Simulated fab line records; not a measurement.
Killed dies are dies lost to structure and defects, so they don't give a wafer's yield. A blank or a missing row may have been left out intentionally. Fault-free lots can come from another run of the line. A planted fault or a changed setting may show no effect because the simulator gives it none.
Chamber matching :: flow n5Finfet :: N5_PASSIVATION_STRIP_34 on rieDiel-05 has 4 sister chambers
The step strips in O2. 14 wafers are shown with their chamber, then 7 later ones without.

WAFERS WITH THEIR CHAMBER
wafer: L363.2
chamber: 1
showerheadPlenumPTorr (Torr): 2.17
drypumpMotorCurrentA (A): 5.6
throttleValvePct (%): 16.52

wafer: L363.3
chamber: 2
showerheadPlenumPTorr (Torr): 2.13
drypumpMotorCurrentA (A): 5.8
throttleValvePct (%): 16.15

wafer: L363.4
chamber: 3
showerheadPlenumPTorr (Torr): 2.06
drypumpMotorCurrentA (A): 5.9
throttleValvePct (%): 16.49

wafer: L366.2
chamber: 2
showerheadPlenumPTorr (Torr): 2.13
drypumpMotorCurrentA (A): 5.8
throttleValvePct (%): 16.18

wafer: L366.3
chamber: 0
showerheadPlenumPTorr (Torr): 2.22
drypumpMotorCurrentA (A): 5.1
throttleValvePct (%): 16.66

wafer: L366.4
chamber: 3
showerheadPlenumPTorr (Torr): 2.06
drypumpMotorCurrentA (A): 5.9
throttleValvePct (%): 16.44

wafer: L370.3
chamber: 3
showerheadPlenumPTorr (Torr): 2.05
drypumpMotorCurrentA (A): 5.9
throttleValvePct (%): 16.48

wafer: L370.5
chamber: 3
showerheadPlenumPTorr (Torr): 2.05
drypumpMotorCurrentA (A): 5.9
throttleValvePct (%): 16.40

wafer: L370.6
chamber: 0
showerheadPlenumPTorr (Torr): 2.21
drypumpMotorCurrentA (A): 5.0
throttleValvePct (%): 16.69

wafer: L372.1
chamber: 3
showerheadPlenumPTorr (Torr): 2.05
drypumpMotorCurrentA (A): 5.9
throttleValvePct (%): 16.49

wafer: L372.4
chamber: 0
showerheadPlenumPTorr (Torr): 2.21
drypumpMotorCurrentA (A): 5.1
throttleValvePct (%): 16.72

wafer: L372.5
chamber: 1
showerheadPlenumPTorr (Torr): 2.17
drypumpMotorCurrentA (A): 5.7
throttleValvePct (%): 16.52

wafer: L382.1
chamber: 0
showerheadPlenumPTorr (Torr): 2.21
drypumpMotorCurrentA (A): 5.1
throttleValvePct (%): 16.73

wafer: L382.5
chamber: 0
showerheadPlenumPTorr (Torr): 2.21
drypumpMotorCurrentA (A): 5.1
throttleValvePct (%): 16.73

SIGNATURES, as means of the wafers listed above
reading: showerheadPlenumPTorr
chamber 0: 2.2120
chamber 1: 2.1700
chamber 2: 2.1300
chamber 3: 2.0540
scatter within a chamber: 0.00447

reading: drypumpMotorCurrentA
chamber 0: 5.080
chamber 1: 5.650
chamber 2: 5.800
chamber 3: 5.900
scatter within a chamber: 0.0361

reading: throttleValvePct
chamber 0: 16.7060
chamber 1: 16.5200
chamber 2: 16.1650
chamber 3: 16.4600
scatter within a chamber: 0.0322
Rule: distance of a wafer from a chamber = root of the sum over the readings of ((wafer's reading minus chamber's mean) / reading's scatter) squared. If the next closest chamber is less than 2 further off than the closest, the wafer can't be placed; otherwise it belongs to the closest. The scatter: take each reading less its chamber's mean, square it, sum over the shown wafers, divide by the number of wafers less the number of chambers, and take the root.

WAFERS WHOSE CHAMBER IS MISSING
wafer: L382.6
showerheadPlenumPTorr (Torr): 2.11
drypumpMotorCurrentA (A): 5.8
throttleValvePct (%): 16.23

wafer: L385.1
showerheadPlenumPTorr (Torr): 2.11
drypumpMotorCurrentA (A): 5.8
throttleValvePct (%): 16.25

wafer: L385.3
showerheadPlenumPTorr (Torr): 2.15
drypumpMotorCurrentA (A): 5.6
throttleValvePct (%): 16.68

wafer: L385.6
showerheadPlenumPTorr (Torr): 2.15
drypumpMotorCurrentA (A): 5.7
throttleValvePct (%): 16.61

wafer: L386.3
showerheadPlenumPTorr (Torr): 2.20
drypumpMotorCurrentA (A): 5.1
throttleValvePct (%): 16.71

wafer: L386.4
showerheadPlenumPTorr (Torr): 2.15
drypumpMotorCurrentA (A): 5.7
throttleValvePct (%): 16.62

wafer: L386.6
showerheadPlenumPTorr (Torr): 2.11
drypumpMotorCurrentA (A): 5.8
throttleValvePct (%): 16.25

EACH ONE'S CHAMBER
wafer: L382.6
from the rows above: 2
in truth: 2

wafer: L385.1
from the rows above: 2
in truth: 2

wafer: L385.3
from the rows above: 1
in truth: 1

wafer: L385.6
from the rows above: 1
in truth: 1

wafer: L386.3
from the rows above: 0
in truth: 0

wafer: L386.4
from the rows above: 1
in truth: 1

wafer: L386.6
from the rows above: 2
in truth: 2
Correct placement for 7 of the 7. Left unplaced by these rows: 0. Placed wrongly: 0.
